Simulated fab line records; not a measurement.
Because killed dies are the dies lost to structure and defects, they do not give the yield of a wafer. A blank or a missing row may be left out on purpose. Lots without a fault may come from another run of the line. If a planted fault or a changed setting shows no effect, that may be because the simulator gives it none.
Chamber matching :: flow n5Finfet :: N5_BEOL_M5_PECVD_70 on pecvd-02 has 3 sister chambers
The step deposits SiO2 from TEOS/O2, target thk 16 nm, time 18 s. 3 wafers are shown with their chamber, then 10 later ones without.

WAFERS PAIRED WITH THEIR CHAMBERS
wafer: L087.6
chamber: 0
throttleValvePct (%): 21.1

wafer: L088.4
chamber: 1
throttleValvePct (%): 24.0

wafer: L088.5
chamber: 2
throttleValvePct (%): 21.6

WAFERS WHOSE CHAMBER IS MISSING
wafer: L088.6
throttleValvePct (%): 21.2

wafer: L093.2
throttleValvePct (%): 23.5

wafer: L093.3
throttleValvePct (%): 21.6

wafer: L093.6
throttleValvePct (%): 21.9

wafer: L095.2
throttleValvePct (%): 22.0

wafer: L095.4
throttleValvePct (%): 21.9

wafer: L095.5
throttleValvePct (%): 23.8

wafer: L096.1
throttleValvePct (%): 21.8

wafer: L096.4
throttleValvePct (%): 23.7

wafer: L096.6
throttleValvePct (%): 21.4

EACH ONE'S CHAMBER
wafer: L088.6
from the rows above: can't be placed: 0 or 2
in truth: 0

wafer: L093.2
from the rows above: 1
in truth: 1

wafer: L093.3
from the rows above: can't be placed: 2 or 0
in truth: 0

wafer: L093.6
from the rows above: can't be placed: 2 or 0
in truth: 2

wafer: L095.2
from the rows above: can't be placed: 2 or 0
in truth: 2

wafer: L095.4
from the rows above: can't be placed: 2 or 0
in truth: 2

wafer: L095.5
from the rows above: 1
in truth: 1

wafer: L096.1
from the rows above: can't be placed: 2 or 0
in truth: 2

wafer: L096.4
from the rows above: 1
in truth: 1

wafer: L096.6
from the rows above: can't be placed: 2 or 0
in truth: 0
Correctly placed: 3 of 10. From these rows, 7 cannot be placed; in 7 the true chamber is one of the candidates. Placed wrongly: 0.
How it was worked out, from the rows above alone: a wafer's distance from a chamber is the root of the sum, over the readings, of the square of ((its reading less the chamber's mean) divided by the reading's scatter). If the next closest chamber is less than 2 further off than the closest, the wafer can't be placed; otherwise it belongs to the closest. For every chamber, the mean is computed from those of its wafers that are shown. The scatter (one wafer shown for each chamber): square how far every hidden wafer sits from the nearest shown wafer, average those squares and take the square root.
